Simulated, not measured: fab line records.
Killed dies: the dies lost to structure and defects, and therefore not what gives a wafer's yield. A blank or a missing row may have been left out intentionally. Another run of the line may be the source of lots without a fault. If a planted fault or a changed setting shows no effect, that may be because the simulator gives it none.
fab line records || flow n5-finfet
record {"lots": 3, "wafers": 9, "last-day": 16}
route steps=1938 shown BEOL_M2@870 PASSIVATION@1936
lots with no fault: from the same line, run without faults
start-h: the number of hours between the record's first day and the start of the first shown wafer of the lot || wait-h: hours since the lot's step before || " same as the row above || L1.1+2: several wafers, shown together as one row || - value missing, or start not given || * or withheld: withheld || < > ~ a bound
route shown NAME@n: a module of which the file shows steps, and the number in the route of the first || usual: mean/standard deviation taken from wafers without a fault || same: alike in all rows || chamber/n: place in a boat || sites: readings site by site || _std_site: how widely they spread, as a standard deviation || _edge_site: outer sites' mean less inner sites' || radius-mm: for every site, how far away it sits from the centre of the wafer || mask NAME#n: copy n || behind: the last tool/chamber to shape the wafer || hold: why the lot went on hold/how many hours it stayed there/how the hold came to an end || device: whichever transistor did not switch (one of n, p or np) || end of line: tests run on the same wafers once the route is complete || a step with no rows: only its recipe || killed: dies lost to structure and defects at the first sort, not the wafer's yield || map: a wafer's dies, x killed, . not, _ none there
set.NAME: the setting as run; set.NAME@STEP: as run at that earlier step || model.NAME: the simulator's own value behind a step, which no gauge read
a table for each step, a row for each wafer; lots at some steps of the route
services: a tool's chamber out of use, with start hour (start-h, from the record's first day; less than 0 if before it), hours out, and reason
## steps
# step N5_BEOL_M2_COAT_22
# recipe {"resist": "CAR-EUV", "spin-rpm": 1500, "resist-thk-nm": 30}
# step N5_BEOL_M2_EBR_24
# recipe {"solvent": "PGMEA", "ebr-width-mm": 1.5}
# step N5_BEOL_M2_SOFTBAKE_23
# recipe {"temp-c": 110, "time-s": 60, "resist": "CAR-EUV"}
# step N5_BEOL_M2_EXPOSE_25
# recipe {"mask-id": "V1", "na": 0.33, "source-shape": "quasar", "sigma-inner": 0.2, "sigma-outer": 0.8, "polarization": "unpolarized", "defocus-nm": 5, "dose-mj": 63}
# step N5_BEOL_M2_PEB_26
# recipe {"peb-temp-c": 100, "peb-time-s": 60, "resist": "CAR-EUV"}
# step N5_BEOL_M2_DEVELOP_27
# recipe {"develop-time-s": 30, "developer": "TMAH", "resist": "CAR-EUV", "rinse-liquid": "surfactant-rinse", "dry": "air-spin", "dev-temp-c": 23}
# step N5_BEOL_M2_DESCUM_33
# recipe {"chemistry": "O2", "time-s": 7, "source-power-w": 50, "bias-power-w": 20, "pressure-mtorr": 20, "rf-frequency-hz": 2.712e+07, "temp-c": 40, "resist": "CAR-EUV", "o2-flow-sccm": 225}
# step N5_BEOL_M2_ETCH_77
# recipe {"chemistry": "N2/H2", "target": "underlayer", "target-depth-a": 65, "mask-material": "CAR-EUV", "time-s": 5.2, "ion-energy-ev": 200, "pressure-mtorr": 30, "source-w": 840, "bias-w": 150, "n2-flow-sccm": 200, "h2-flow-sccm": 200, "ends": "cleared"}
# step N5_BEOL_M2_ETCH_69
# recipe {"chemistry": "CF4", "target": "SiARC", "target-depth-a": 156, "mask-material": "CAR-EUV", "time-s": 26, "ion-energy-ev": 80, "pressure-mtorr": 40, "source-w": 545, "bias-w": 36, "Ar_flow_sccm": 100, "cf4-flow-sccm": 100, "ends": "cleared"}
# step N5_BEOL_M2_ALD_98
# recipe {"material": "SiO2", "target-thk-a": 25, "temp-c": 100, "ald-precursor-family": "BDEAS", "ald-co-reactant": "O2-plasma", "pulse-time-s": 1, "co-reactant-pulse-time-s": 1, "purge-time-s": 2, "co-reactant-purge-time-s": 2, "ald-cycles": 17, "pressure-torr": 2}
# usual {"heater-power-w": "79/10", "precursor-pulse-height-rel": "1.001/0.02"}
{"lot.wafer": "L811.1", "tool": "ald-sin-02", "chamber": 0, "start-h": 154.87, "wait-h": 1.2, "heater-power-w": 67, "precursor-pulse-height-rel": 0.981, "since-wet-clean-h": 146}
{"lot.wafer": "L811.4", "tool": "ald-sin-02", "chamber": 3, "start-h": 154.87, "wait-h": 1.2, "heater-power-w": 88, "precursor-pulse-height-rel": 0.974, "since-wet-clean-h": 146}
{"lot.wafer": "L811.5", "tool": "ald-sin-02", "chamber": 2, "start-h": 154.87, "wait-h": 1.2, "heater-power-w": 89, "precursor-pulse-height-rel": 1.002, "since-wet-clean-h": "-"}
{"lot.wafer": "L819.3", "tool": "ald-sin-01", "chamber": 1, "start-h": 210.56, "wait-h": 0.2, "heater-power-w": 86, "precursor-pulse-height-rel": 0.970, "since-wet-clean-h": 307}
{"lot.wafer": "L819.4", "tool": "ald-sin-01", "chamber": 3, "start-h": 210.56, "wait-h": 0.2, "heater-power-w": 72, "precursor-pulse-height-rel": 1.005, "since-wet-clean-h": 307}
{"lot.wafer": "L819.5", "tool": "ald-sin-01", "chamber": 0, "start-h": 210.56, "wait-h": 0.2, "heater-power-w": 70, "precursor-pulse-height-rel": 1.030, "since-wet-clean-h": "-"}
{"lot.wafer": "L821.2", "tool": "ald-sin-01", "chamber": 0, "start-h": 217.57, "wait-h": 0.1, "heater-power-w": 69, "precursor-pulse-height-rel": 0.999, "since-wet-clean-h": 314}
{"lot.wafer": "L821.3", "tool": "ald-sin-01", "chamber": 3, "start-h": 217.57, "wait-h": 0.1, "heater-power-w": 72, "precursor-pulse-height-rel": 0.990, "since-wet-clean-h": 314}
{"lot.wafer": "L821.4", "tool": "ald-sin-01", "chamber": 2, "start-h": 217.57, "wait-h": 0.1, "heater-power-w": 74, "precursor-pulse-height-rel": 0.964, "since-wet-clean-h": 314}
# step N5_BEOL_M2_ETCHBACK_99
# recipe {"chemistry": "CHF3", "target": "SiO2", "target-depth-a": 50, "time-s": 10.4, "source-w": 215, "bias-w": 47, "Ar_flow_sccm": 200, "CHF3_flow_sccm": 12, "ion-energy-ev": 100, "pressure-mtorr": 30}
# step N5_BEOL_M2_ETCH_70
# recipe {"chemistry": "N2/H2", "target": "SOC", "target-depth-a": 800, "overetch-a": 240, "mask-material": "SiARC", "temp-c": 40, "time-s": 130, "ion-energy-ev": 200, "pressure-mtorr": 30, "source-w": 840, "bias-w": 150, "n2-flow-sccm": 200, "h2-flow-sccm": 200}
# step N5_BEOL_M2_STRIP_71
# recipe {"chemistry": "N2/H2", "temp-c": 40, "n2-flow-sccm": 200, "h2-flow-sccm": 200, "rf-frequency-hz": 6e+07}
# step N5_BEOL_M2_STRIP_78
# recipe {"chemistry": "N2/H2", "temp-c": 40, "n2-flow-sccm": 200, "h2-flow-sccm": 200, "rf-frequency-hz": 6e+07}
# step N5_BEOL_M2_VIA_ETCH_34
# recipe {"chemistry": "C4F6/O2", "target-depth-a": 694, "mask-material": "SOC", "pressure-mtorr": 15, "ion-energy-ev": 250, "taper-deg": 4, "time-s": 65.9, "source-w": 350, "bias-w": 170, "Ar_flow_sccm": 300, "C4F6_flow_sccm": 10, "O2_flow_sccm": 10}
# step N5_BEOL_M2_STRIP_83
# recipe {"chemistry": "C4F6/O2", "resist": "SiARC", "rf-frequency-hz": 6e+07}
# step N5_BEOL_M2_STRIP_36
# recipe {"chemistry": "N2/H2", "power-w": 450, "temp-c": 40, "pressure-mtorr": 20, "rf-frequency-hz": 6e+07, "overash-fraction": 0.3, "bias-power-w": 7, "h2-frac": 0.5, "n2-flow-sccm": 200, "h2-flow-sccm": 200}
# step N5_BEOL_M2_TRENCH_ETCH_37
# recipe {"chemistry": "C4F6/O2", "target-depth-a": 555.55, "target": "SiOC", "time-s": 29.2, "ion-energy-ev": 250, "pressure-mtorr": 30, "source-w": 355, "bias-w": 185, "Ar_flow_sccm": 300, "C4F6_flow_sccm": 10, "O2_flow_sccm": 10}
# step N5_BEOL_M2_ETCH_41
# recipe {"chemistry": "CH3F/O2", "target": "SiCN", "target-depth-a": 299, "taper-deg": 2, "time-s": 52.5, "ion-energy-ev": 120, "mask-material": "TiN", "pressure-mtorr": 30, "source-w": 395, "bias-w": 75, "Ar_flow_sccm": 150, "CH3F_flow_sccm": 30, "O2_flow_sccm": 20}
# step N5_BEOL_M2_STRIP_97
# recipe {"chemistry": "N2/H2", "time-s": 10, "power-w": 450, "temp-c": 40, "pressure-mtorr": 20, "rf-frequency-hz": 6e+07, "bias-power-w": 7, "n2-flow-sccm": 200, "h2-flow-sccm": 200}
# step N5_BEOL_M2_HM_STRIP_39
# recipe {"chemistry": "peroxide-tin-strip", "material": "TiN", "target-depth-a": 250, "temp-c": 50, "time-s": 158}
# step N5_BEOL_M2_SRD_40
# recipe {"time-s": 30, "temp-c": 23, "rinse-liquid": "diw", "dry": "ipa-marangoni"}
# step N5_BEOL_M2_PRECLEAN_42
# recipe {"chemistry": "residue-remover", "time-s": 60, "temp-c": 40}
# step N5_BEOL_M2_SRD_43
# recipe {"time-s": 30, "temp-c": 23, "rinse-liquid": "diw", "dry": "ipa-marangoni"}
# step N5_BEOL_M2_DEGAS_44
# recipe {"ambient": "vacuum", "temp-c": 250, "time-s": 60}
# step N5_BEOL_M2_PRE_CLEAN_45
# recipe {"gas": "H2/He", "time-s": 30, "temp-c": 250}
# step N5_BEOL_M2_ALD_84
# recipe {"material": "TaN", "target-thk-a": "*", "temp-c": 275, "ald-precursor-family": "PDMAT", "ald-co-reactant": "NH3", "pressure-torr": 3, "carrier-flow-sccm": 1500, "pulse-time-s": 2, "purge-time-s": 3, "co-reactant-purge-time-s": 2, "co-reactant-pulse-time-s": 3, "ald-cycles": 30, "precursor-vessel-temp-c": 75, "precursor-vessel-pressure-torr": 26.25, "precursor-vessel-carrier-sccm": 1000}
# step N5_BEOL_M2_SURFACE_TREAT_85
# recipe {"gas": "Ar", "time-s": "*", "ion-energy-ev": "*", "ion-current-ma-cm2": 0.5, "pressure-mtorr": "*", "ar-flow-sccm": 30}
# step N5_BEOL_M2_CVD_47
# recipe {"material": "Co", "target-thk-a": 30, "temp-c": "withheld", "precursor": "CCTBA/H2", "pressure-torr": 30, "time-s": 223.8}
# step N5_BEOL_M2_SPUTTER_48
# recipe {"material": "Cu", "target-thk-a": 45, "temp-c": -20, "chamber-pressure-pa": 0.07, "power-w": "withheld", "time-s": 8.29}
# step N5_BEOL_M2_ANNEAL_49
# recipe {"temp-c": 400, "time-s": 240, "ambient": "vacuum"}
# step N5_BEOL_M2_SPUTTER_79
# recipe {"material": "Cu", "target-thk-a": 45, "temp-c": -20, "chamber-pressure-pa": 0.07, "power-w": "withheld", "time-s": 8.29}
# step N5_BEOL_M2_ANNEAL_80
# recipe {"temp-c": 400, "time-s": 240, "ambient": "vacuum"}
# step N5_BEOL_M2_SPUTTER_81
# recipe {"material": "Cu", "target-thk-a": 45, "temp-c": -20, "chamber-pressure-pa": 0.07, "power-w": "withheld", "time-s": 8.29}
# step N5_BEOL_M2_ANNEAL_82
# recipe {"temp-c": 400, "time-s": 240, "ambient": "vacuum"}
# step N5_BEOL_M2_SPUTTER_86
# recipe {"material": "Cu", "target-thk-a": 45, "temp-c": -20, "chamber-pressure-pa": 0.07, "power-w": "withheld", "time-s": 8.29}
# step N5_BEOL_M2_ANNEAL_87
# recipe {"temp-c": 400, "time-s": 240, "ambient": "vacuum"}
# step N5_PASSIVATION_PROBE_49
# usual {"defect-limited-yield": "91.0/1.5", "killed_at_M0_to_M3": "37/12", "killed_at_M4_up": "13/5", "killed-at-contacts": "13/6.1", "killed-at-front-end": "39/11", "killed-at-other": "4/3.2", "killed-dies": "106/17", "killed-open": "69/12", "killed-short": "35/7.9", "sort_bin_5_function": "5.3/1", "sort_bin_6_memory": "3.3/0.68", "sort-n-pass": "1074/17", "sort-yield-pct": "91.0/1.5"}
# same {"gross-dies": 1180, "killed-at-back-side": 0, "sort_bin_4_leakage[%]": 0, "sort_bin_8_speed[%]": 0}
{"lot.wafer": "L821.4", "tool": "prober-02", "chamber": "-", "start-h": 390.92, "wait-h": 0.2, "defect-limited-yield[%]": 80.3, "killed_at_M0_to_M3": 167, "killed_at_M4_up": 12, "killed-at-contacts": 13, "killed-at-front-end": 37, "killed-at-other": 4, "killed-dies": 233, "killed-open": 65, "killed-short": 43, "sort_bin_5_function[%]": 12.0, "sort_bin_6_memory[%]": 4.6, "sort-n-pass": 947, "sort-yield-pct[%]": 80.3}
# killed by level:class
L821.4 BEOL_M2:unspecified=124 BEOL_M3:geometric-particle:open=12 FIN_SAQP:geometric-particle:short=10 MOL_CONTACT_COAG:geometric-particle:open=9 BEOL_M0_SAQP:geometric-particle:open=9 STI_FIN_REVEAL:geometric-particle:open=6 BEOL_M0_SAQP:geometric-particle:short=6 BEOL_M2:geometric-particle:open=6
# map L821.4 (x killed, . not)
_________________............________________
______________..x..............._____________
___________.x...x......x.........x.__________
__________..........x..x.....x......_________
________.x........x.x.x......xxxxxx..x_______
_______................x.xxx.xxxxxxxx..______
______....................xxxxxxxxxx...._____
_____........x..x.x.x....xxxxxxxxxxxx..x.____
____........x....x.......xxxxxxxxxxxxxx...___
___...x...x.............xxxxxxxxxxxxxxxx.x.__
___...xx.....x.x...x...xxxxxxxxxxxxxxx.x...__
__.......x.......x....x..xxxxxxxxxxxx.....x._
__.......x...............xxxxxxxxxxxxx....x._
_...x.....x..x............xxxxxxxxxxx........
_..x..............x...xx....xx..xxx........x.
_x....x..x...x........x..x...x.........x.....
_.....x.......................x..x.......x..x
_....x........x..x..............x.x..........
_x.x...x................x.............x......
_.....................................x......
_..........x.................x..x.....x......
__..x.............x.........x..............._
__..........x..............................._
___........x...............x.x.............__
___......x........x....x..............x..x.__
____........x..........x.............x....___
_____...xx.xxx...............x...x.......____
______.....x..........x........x....x..._____
_______..x....x.............x..........______
________....xx.....x.................._______
__________.........................x_________
___________...............x........__________
______________..x..............._____________
_________________....x.......________________
# map L819.4 (x killed, . not)
_________________............________________
______________.........x..x....._____________
___________........................__________
__________....x..x..xx....x........._________
________.........x............x.x....._______
_______..........x.....................______
______...........x.x...................._____
_____.x............x..................x..____
____..x.....x.....x...................x...___
___.x........x.......x................x....__
___x.x....x.....x..........................__
__xx...x..x...........x.........x.x....x...._
__...................x....x..x.............._
_.x.....x.................x...........x.x..x.
_.......x...x...............x...............x
_..........x...x.....x..x....................
_..............................x...x....x.x..
_....................................x......x
_..x..............x..........................
_......x...............................x.....
_.........................................x..
__..........................xx..........x..x_
__x..........x....x.....xxx.x..............._
___.....x........x.x.......x.....x.xx......__
___......x....x....x........x..............__
____xx...........x......x.......x.........___
_____..........x..xx..x..........x.......____
______..............x..................._____
_______.....x...........x.........x.x.x______
________...........................x.x_______
__________x........................._________
___________.x...........x..........__________
______________.x.......xx...x..._____________
_________________x...........________________
## services
{"tool": "ald-sin-02", "chamber": "-", "start-h": 166.41, "hours": 0.8, "kind": "pm"}
## key
first-sign {"step": "N5_PASSIVATION_PROBE_49", "reading": "killed_at_M0_to_M3", "direction": "up", "sigmas": 11, "usual": 37, "struck": 167}
effect {"step": "N5_PASSIVATION_PROBE_49", "reading": "defect-limited-yield", "direction": "down", "sigmas": 7.4, "usual": 91.0, "struck": 80.3}
more-kills-born-at {"N5_BEOL_M2_ALD_98@ald-sin-01": 124}
met-at N5_BEOL_M2_ALD_98
struck-wafers L821.4
fault {"kind": "chamber-particle-source", "tool": "ald-sin-01", "chamber": 2, "onset-h": 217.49, "steps": "N5_BEOL_M2_ALD_98", "rate-per-visit-cm2": 1.345, "end-h": 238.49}
